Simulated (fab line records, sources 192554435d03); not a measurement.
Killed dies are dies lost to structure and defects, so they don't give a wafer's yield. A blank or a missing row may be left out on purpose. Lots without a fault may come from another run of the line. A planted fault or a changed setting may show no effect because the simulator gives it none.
fab line records | flow n5_finfet
record lots=10 wafers=30 last_day=19
route steps=1938 shown BEOL_M8@1353
lots that met no fault: from a run of the same line without faults
start_h: hours from the record's first day to the start of the lot's first wafer shown | wait_h: hours since the lot's step before | " the same as in the row above | L1.1+2: a row that stands for several wafers | - no value, or no start given | * or withheld: withheld | < > ~ a bound
route shown NAME@n: a module of which the file shows steps, and the number in the route of the first | usual: mean/standard deviation of fault-free wafers | same: alike in all rows | chamber/n: place in a boat | sites: the reading at each site | _std_site: their standard deviation | _edge_site: outer sites' mean less inner sites' | radius_mm: how far each site lies from the wafer's centre | mask NAME#n: copy n | behind: the tool/chamber that last shaped the wafer | hold: why the lot was held/for how many hours/how that ended | device: the transistor (n, p or np) that didn't switch | end of line: the same wafers' tests at the end of the route | a step without rows: its recipe alone | killed: dies lost to structure and defects at the first sort, not the wafer's yield | map: a wafer's dies, x killed, . not, _ none there
set.NAME: the setting as run; set.NAME@STEP: as run at that earlier step | model.NAME: the simulator's own value behind a step, which no gauge read
steps of the route over a sample of lots; a table a step, a row a wafer
services: from which hour (start_h, from the record's first day; less than 0 if before it) a tool's chamber was out of use, for how many hours, and why
## steps
# step N5_BEOL_M8_HM_OPEN_17
# recipe chemistry=Cl2/BCl3 target_depth_a=200 overetch_a=60 target=TiN mask_material=SOC ion_energy_ev=150 pressure_mtorr=10 icp_w=1000 bias_w=126 Cl2_flow_sccm=53.25 bcl3_flow_sccm=21.75 Ar_flow_sccm=25
# usual drypump_motor_current_A=5.6/0.43 he_backside_leak_sccm=3.32/0.24 mfc_ar_sccm=25.01/0.066 oes_product_au=0.68/0.074 throttle_valve_pct=22.02/0.22
# columns lot.wafer tool chamber start_h wait_h drypump_motor_current_A he_backside_leak_sccm mfc_ar_sccm oes_product_au rf_hours_counter_h throttle_valve_pct
L373.2 rie_metal-01 0 211.91 0.0 6.1 3.21 24.95 0.53 117 22.27
L373.3 " 1 " " 4.9 3.69 25.01 0.53 - 22.40
L373.5 " 1 " " 4.9 3.68 25.08 0.53 - 22.41
L372.2 rie_metal-02 1 226.37 0.0 5.7 3.32 25.11 0.65 43 21.79
L372.3 " 0 " " 5.4 2.89 24.98 0.71 - 22.16
L372.6 " 1 " " 5.7 3.42 24.93 0.66 - 21.81
L379.2 rie_metal-02 1 272.04 0.0 5.7 3.17 24.92 0.66 46 21.78
L379.3 " 1 " " 5.8 3.02 25.08 0.66 - 21.79
L379.5 " 1 " " 5.7 3.12 25.07 0.65 - 21.79
L385.1 rie_metal-02 0 316.62 0.4 5.4 3.20 24.95 0.70 24 22.16
L385.2 " 1 " " 5.8 3.14 24.89 0.63 50 21.81
L385.6 " 1 " " 5.8 3.15 25.01 0.63 - 21.80
L387.2 rie_metal-01 1 327.61 0.0 4.9 3.50 24.94 0.77 4 21.89
L387.4 " 1 " " 4.9 3.46 25.04 0.78 - 21.92
L387.5 " 1 " " 4.9 3.49 24.93 0.77 - 21.91
L390.4 rie_metal-01 0 346.37 0.1 6.1 3.10 25.05 0.77 - 21.74
L390.5 " 1 " " 4.9 3.54 25.02 0.77 - 21.89
L390.6 " 0 " " 6.1 3.37 24.88 0.77 - 21.71
L388.2 rie_metal-02 0 346.85 0.0 5.4 3.24 24.97 0.69 27 22.16
L388.3 " 1 " " 5.7 3.26 25.01 0.64 - 21.81
L388.4 " 0 " " 5.4 3.24 24.95 0.69 - 22.16
L391.1 rie_metal-03 0 350.03 0.0 6.4 3.25 25.06 0.68 37 22.25
L391.2 " 1 " " 5.5 3.57 25.19 0.72 27 21.92
L391.4 " 0 " " 6.4 3.21 25.05 0.67 - 22.27
L394.3 rie_metal-02 0 376.93 0.1 5.4 3.17 24.98 0.68 - 22.21
L394.5 " 0 " " 5.4 3.06 24.90 0.67 - 22.18
L394.6 " 1 " " 5.8 3.27 24.93 0.61 - 21.84
L395.1 rie_metal-02 1 379.21 0.0 5.8 3.45 25.16 0.63 58 21.82
L395.5 " 0 " " 5.4 3.03 24.98 0.68 - 22.19
L395.6 " 1 " " 5.7 3.47 25.07 0.62 - 21.83
# step N5_BEOL_M8_INSPECT_30
# recipe mode=adi inspect_instrument=brightfield
# usual raw_defect_count=410/78
# columns lot.wafer tool chamber start_h wait_h raw_defect_count
L373.2 defect_inspect-01 - 212.48 0.0 404
L373.3 " - " " 455
L373.5 " - " " 321
L372.2 defect_inspect-01 - 228.23 0.0 528
L372.3 " - " " 416
L372.6 " - " " 516
L379.2 defect_inspect-01 - 274.87 0.0 395
L379.3 " - " " 273
L379.5 " - " " 450
L385.1 defect_inspect-02 - 317.56 0.1 451
L385.2 " - " " 554
L385.6 " - " " 455
L387.2 defect_inspect-02 - 329.67 0.0 467
L387.4 " - " " 548
L387.5 " - " " 501
L388.2 defect_inspect-01 - 348.07 0.0 394
L388.3 " - " " 355
L388.4 " - " " 357
L391.1 defect_inspect-02 - 355.84 0.1 447
L391.2 " - " " 293
L391.4 " - " " 372
L390.4 defect_inspect-01 - 355.89 0.0 358
L390.5 " - " " 310
L390.6 " - " " 379
L394.3 defect_inspect-01 - 377.76 0.0 354
L394.5 " - " " 430
L394.6 " - " " 383
L395.1 defect_inspect-01 - 380.75 0.1 321
L395.5 " - " " 252
L395.6 " - " " 414
# step N5_BEOL_M8_ETCH_65
# recipe chemistry=CF4 target=SiARC target_depth_a=156 mask_material=CAR-EUV time_s=26 ion_energy_ev=80 pressure_mtorr=40 source_w=545 bias_w=36 Ar_flow_sccm=100 cf4_flow_sccm=100 ends=cleared
# usual drypump_motor_current_A=5.73/0.25 etch_rf_on_time_s=25.9/0.43 mfc_ar_sccm=99.97/0.3 oes_product_au=0.72/0.054 rf_vpp_V=184.4/1.2 showerhead_plenum_p_Torr=2.18/0.062 throttle_valve_pct=15.45/0.2
# columns lot.wafer tool chamber start_h wait_h drypump_motor_current_A etch_rf_on_time_s mfc_ar_sccm oes_product_au rf_hours_counter_h rf_vpp_V showerhead_plenum_p_Torr throttle_valve_pct
L373.2 rie_diel-06 3 212.57 0.0 5.26 25.2 99.57 0.84 5 184.4 2.20 15.06
L373.3 " 2 " " 5.74 25.8 99.88 0.73 51 186.8 2.27 15.25
L373.5 " 0 " " 5.56 25.9 100.25 0.71 - 184.5 2.26 15.63
L372.2 rie_diel-05 2 228.32 0.0 6.12 26.3 100.03 0.70 90 184.3 2.15 15.72
L372.3 " 3 " " 5.94 26.4 100.33 0.81 4 184.3 2.12 15.47
L372.6 " 1 " " 5.80 26.6 100.12 0.75 - 183.5 2.18 15.13
L379.2 rie_diel-05 2 274.95 0.0 6.14 26.0 99.84 0.69 104 183.7 2.14 15.74
L379.3 " 0 " " 5.57 25.9 99.97 0.65 149 184.0 2.14 15.40
L379.5 " 2 " " 6.12 26.1 99.66 0.69 - 185.2 2.14 15.75
L385.1 rie_diel-04 0 320.40 0.0 5.41 25.6 100.25 0.78 16 184.8 2.11 15.23
L385.2 " 1 " " 6.02 25.7 100.00 0.75 49 184.5 2.16 15.46
L385.6 " 3 " " 6.04 25.6 99.80 0.71 - 185.2 2.26 15.63
L387.2 rie_diel-05 3 330.65 0.0 5.92 26.6 100.05 0.72 45 183.9 2.11 15.55
L387.4 " 1 " " 5.81 26.5 99.94 0.70 - 184.0 2.17 15.22
L387.5 " 3 " " 5.86 26.5 100.40 0.73 - 182.0 2.11 15.56
L388.2 rie_diel-05 1 348.16 0.0 5.79 26.7 100.41 0.69 82 185.0 2.17 15.24
L388.3 " 0 " " 5.53 26.1 99.99 0.63 171 183.1 2.13 15.43
L388.4 " 2 " " 6.12 26.5 100.17 0.64 137 182.6 2.13 15.82
L391.1 rie_diel-06 2 355.93 0.0 5.73 26.2 100.31 0.67 103 183.0 2.25 15.36
L391.2 " 0 " " 5.56 26.0 100.08 0.67 111 183.6 2.24 15.73
L391.4 " 3 " " 5.27 25.6 99.75 0.75 54 185.3 2.18 15.18
L390.4 rie_diel-04 0 355.99 0.0 5.47 25.8 99.88 0.75 30 183.3 2.11 15.26
L390.5 " 2 " " 5.47 25.9 100.29 0.82 - 185.2 2.27 15.58
L390.6 " 3 " " 6.05 25.7 100.08 0.69 - 186.1 2.25 15.63
L394.3 rie_diel-04 1 378.04 0.0 6.02 25.7 100.38 0.72 65 185.2 2.16 15.49
L394.5 " 2 " " 5.46 26.1 99.76 0.80 - 183.9 2.26 15.60
L394.6 " 1 " " 6.04 25.8 100.02 0.73 - 183.3 2.16 15.50
L395.1 rie_diel-06 0 380.84 0.0 5.58 26.1 99.39 0.65 120 185.4 2.24 15.74
L395.5 " 2 " " 5.75 26.0 99.83 0.66 - 184.9 2.25 15.37
L395.6 " 1 " " 5.62 25.8 100.22 0.66 - 182.7 2.07 15.55
# step N5_BEOL_M8_ALD_77
# recipe material=TaN target_thk_a=20 temp_c=275 ald_precursor_family=PDMAT ald_co_reactant=NH3 pressure_torr=3 carrier_flow_sccm=1500 pulse_time_s=2 purge_time_s=3 co_reactant_purge_time_s=2 co_reactant_pulse_time_s=3 ald_cycles=40 precursor_vessel_temp_c=75 precursor_vessel_pressure_torr=26.25 precursor_vessel_carrier_sccm=1000
# usual chamber_pressure_Torr=3.000/0.0069 heater_power_w=402/27 precursor_vessel_carrier_sccm=1000/3.3 purge_time_s=3/0
# same co_reactant_purge_time_s=2
# columns lot.wafer tool chamber start_h wait_h chamber_pressure_Torr heater_power_w precursor_vessel_carrier_sccm purge_time_s
L373.2 ald_metal-03 3 214.01 0.1 2.994 425 1000 3
L373.3 " 0 " " 3.001 397 997 3
L373.5 " 1 " " 2.993 433 1005 3
L372.2 ald_metal-03 1 229.36 0.0 3.008 426 998 3
L372.3 " 3 " " 3.000 439 1002 3
L372.6 " 0 " " 3.003 408 1003 3
L379.2 ald_metal-04 3 276.19 0.0 3.002 446 999 3
L379.3 " 2 " " 3.004 411 994 3
L379.5 " 1 " " 2.998 374 999 3
L385.1 ald_metal-03 0 322.82 0.0 3.015 405 999 3.762
L385.2 " 1 " " 2.991 414 995 3
L385.6 " 3 " " 3.001 436 996 3
L387.2 ald_metal-03 2 331.80 0.2 2.996 375 1003 3
L387.4 " 1 " " 2.994 418 997 3.762
L387.5 " 3 " " 2.997 433 1000 3
L388.2 ald_metal-02 2 349.19 0.0 3.004 377 997 3
L388.3 " 1 " " 2.998 419 1002 3
L388.4 " 1 " " 3.007 407 1000 3
L391.1 ald_metal-02 2 357.82 0.1 2.998 368 999 3
L391.2 " 3 " " 2.993 367 999 3
L391.4 " 1 " " 2.996 423 1002 3
L390.4 ald_metal-02 1 358.11 0.3 3.013 413 1004 3
L390.5 " 2 " " 2.998 369 1009 3
L390.6 " 3 " " 3.008 367 997 3
L394.3 ald_metal-04 3 379.14 0.0 3.005 425 1005 3
L394.5 " 1 " " 2.995 327 995 3
L394.6 " 0 " " 2.997 395 1001 3
L395.1 ald_metal-04 0 381.99 0.0 3.004 400 1005 3
L395.5 " 3 " " 3.004 439 1006 3
L395.6 " 0 " " 2.998 397 1004 3
## services
# columns tool chamber start_h hours kind
ald_metal-04 - 188.72 1.3 repair
ald_metal-03 1 233.92 3.8 repair
rie_diel-05 - 238.15 0.8 repair
rie_diel-04 0 238.47 - clean
rie_diel-04 0 238.47 - consumable_replace:focus_ring
rie_diel-04 0 238.47 12.6 scheduled_down
rie_diel-04 0 238.47 12.6 vent_cycle
rie_metal-01 - 238.53 0.7 repair
rie_metal-01 0 257.63 - clean
ald_metal-02 3 260.21 36.9 repair
ald_metal-03 1 267.26 1.5 repair
ald_metal-04 - 277.25 0.8 repair
rie_diel-04 - 292.12 28.1 pm
rie_metal-01 - 308.64 2.8 pm
rie_diel-04 1 326.00 10.0 repair
rie_diel-05 0 329.85 3.2 repair
rie_metal-02 0 330.54 9.5 repair
ald_metal-02 3 335.93 17.4 repair
ald_metal-04 - 337.25 14.0 pm
rie_diel-05 - 339.29 2.8 pm
rie_diel-04 - 341.02 0.3 repair
ald_metal-03 - 343.44 8.7 pm
rie_diel-05 1 355.98 1.7 repair
rie_metal-01 0 359.58 12.0 repair
## key
first_sign step=N5_BEOL_M8_ALD_77 reading=purge_time_s direction=up sigmas=99+ usual=* struck=*
effect none on later readings
met_at N5_BEOL_M8_ALD_77
struck_lots L385,L387
struck_wafers L385.1,L387.4
not_acting_at N5_BEOL_M8_HM_OPEN_17,N5_BEOL_M8_INSPECT_30,N5_BEOL_M8_ETCH_65
onset_between 229.36 322.82
fault kind=process_parameter_drift tool=ald_metal-03 chamber=- onset_h=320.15 steps=N5_BEOL_M8_ALD_77 channel=purge_time_s offset=* shape=step end_h=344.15 scope=struck_wafers_only acts_in=* stated=*
